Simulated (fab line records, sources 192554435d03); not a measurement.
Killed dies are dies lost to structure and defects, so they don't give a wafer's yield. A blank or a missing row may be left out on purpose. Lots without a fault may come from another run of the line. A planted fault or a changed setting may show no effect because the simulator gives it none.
Chamber matching | flow n5_finfet | N5_BEOL_M3_DEP_57 on pecvd-01: 3 sister chambers
The step deposits SiCN from 3MS/NH3, target thk 8 nm, time 14 s. 3 wafers are shown with their chamber, then 8 later ones without.

WAFERS WITH THEIR CHAMBER
wafer  | chamber | throttle_valve_pct (%)
L089.1 | 1       | 10.3
L089.6 | 0       | 8.7
L095.4 | 2       | 8.9

WAFERS WITHOUT THEIR CHAMBER
wafer  | throttle_valve_pct (%)
L095.5 | 8.9
L095.6 | 10.2
L096.3 | 8.9
L096.5 | 8.9
L096.6 | 10.4
L097.2 | 9.0
L097.3 | 8.7
L097.5 | 10.2

WHICH CHAMBER EACH WENT THROUGH
wafer  | from the rows above | in truth
L095.5 | 2                   | 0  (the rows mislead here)
L095.6 | 1                   | 1
L096.3 | 2                   | 2
L096.5 | 2                   | 2
L096.6 | 1                   | 1
L097.2 | 2                   | 2
L097.3 | 0                   | 0
L097.5 | 1                   | 1
Placed correctly: 7 of 8. Can't be placed from these rows: 0. Placed wrongly: 1.
How it was worked out, from the rows above alone: a wafer's distance from a chamber is the root of the sum, over the readings, of the square of ((its reading less the chamber's mean) divided by the reading's scatter). The wafer belongs to the nearest chamber; if the next one is less than 2 further off, it can't be placed. A chamber's mean is the mean of its shown wafers. The scatter: with one shown wafer a chamber, the root of the mean of the squares of how far each hidden wafer lies from its nearest shown one.
